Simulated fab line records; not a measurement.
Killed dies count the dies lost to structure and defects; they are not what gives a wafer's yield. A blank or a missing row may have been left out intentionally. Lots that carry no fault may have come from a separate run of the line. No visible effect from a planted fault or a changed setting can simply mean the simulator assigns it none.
Comparing a struck lot with a sound one -- flow nand harc -- 15 out of 1302 route steps
Sound: the wafers L846.2, L846.5, L846.6. Struck: wafer L852.3. (L852.2, L852.5 of the same lot were not struck and are left out.) The cause comes at the end.
For every step that has rows: the tool of each side, followed by ch and its chambers, followed by its first start. Under that, the readings that differ: sound wafers -- struck wafers -- difference of the means -- sigmas: that difference in standard deviations of wafers without a fault.
alike: a reading whose means differ by less than 2 such deviations, as well as words and numbers matching on both sides. not compared: withheld readings; readings where some wafer has no value; bounds like >300 that might hide an equal value; numbers whose values overlap and for which the record gives no deviation.
Wherever a step has rows on one side only, a row that says differs or no value, or a row with sigmas, the two part there. Numbers that don't overlap but have no deviation are shown without sigmas and don't part them. A reading missing from all wafers of one side parts the sides only when that side holds two or more wafers.

first, 7 steps without rows for these wafers: NHARC_A_BONDPAD_COAT_33 (time 65 s); NHARC_A_BONDPAD_COAT_03 (resist thk 600 nm); NHARC_A_BONDPAD_SOFTBAKE_04 (time 70 s); NHARC_A_BONDPAD_EBR_05; NHARC_A_BONDPAD_EXPOSE_06 (exposes mask A BPAD); NHARC_A_BONDPAD_PEB_07 (peb time 80 s); NHARC_A_BONDPAD_DEVELOP_08 (time 50 s).
NHARC_A_BONDPAD_CD_MEAS_09: the cd target is 500 nm.
  sound on cd sem-03 ch 0, day 23 03:27; struck on cd sem-02 ch 0, day 25 15:21
  alike: cd nm
NHARC_A_BONDPAD_OVL_MEAS_35:
  sound: overlay-02 at day 23 03:32; struck: overlay-02 at day 25 15:26
  alike: overlay x nm, overlay y nm
then, 1 step without rows for these wafers: NHARC_A_BONDPAD_HARDBAKE_10 (time 65 s).
NHARC_A_BONDPAD_DESCUM_11: chemistry O2, time 3 s.
  sound on rie diel-10 ch 0,1,3, day 23 03:41; struck on rie diel-10 ch 3, day 25 15:34
reading,sound,struck,difference,sigmas
oes product au (a.u.),0.996 1.008 0.994,1.024,+0.025,+2
  alike: drypump motor current A, rf vpp V, showerhead plenum p Torr, throttle valve pct
  not compared: rf hours counter h
NHARC_A_BONDPAD_ETCH_34: etches the open film in N2/H2, target depth 60 nm, overetch 18 nm, time 65.91 s.
  sound on rie diel-10 ch 1,2, day 23 03:45; struck on rie diel-10 ch 2, day 25 15:40
  alike: drypump motor current A, oes product au, rf vpp V, run length s, showerhead plenum p Torr, throttle valve pct
  not compared: rf hours counter h
NHARC_A_BONDPAD_ETCH_12: etches the open film in CHF3/O2, target depth 220 nm, time 110 s.
  sound on rie diel-10 ch 1,2,3, day 23 03:52; struck on rie diel-10 ch 0, day 25 15:45
reading,sound,struck,difference,sigmas
run length s (s),130.8 131.3 131.8,127.5,-3.8,-9
  alike: drypump motor current A, oes product au, rf vpp V, showerhead plenum p Torr, throttle valve pct
  not compared: rf hours counter h
NHARC_A_BONDPAD_CD_MEAS_13:
  sound: cd sem-01 at day 23 03:59; struck: cd sem-03 at day 25 15:53
  alike: cd nm
NHARC_END_SORT_01:
  here the record holds rows for the struck wafers (prober-01 ch 0, day 26 22:59) but none for the sound ones

== WHERE THEY PART ==
Last at NHARC_END_SORT_01 as far as this record goes, first at NHARC_A_BONDPAD_DESCUM_11.

WHY: whatever the simulator had introduced
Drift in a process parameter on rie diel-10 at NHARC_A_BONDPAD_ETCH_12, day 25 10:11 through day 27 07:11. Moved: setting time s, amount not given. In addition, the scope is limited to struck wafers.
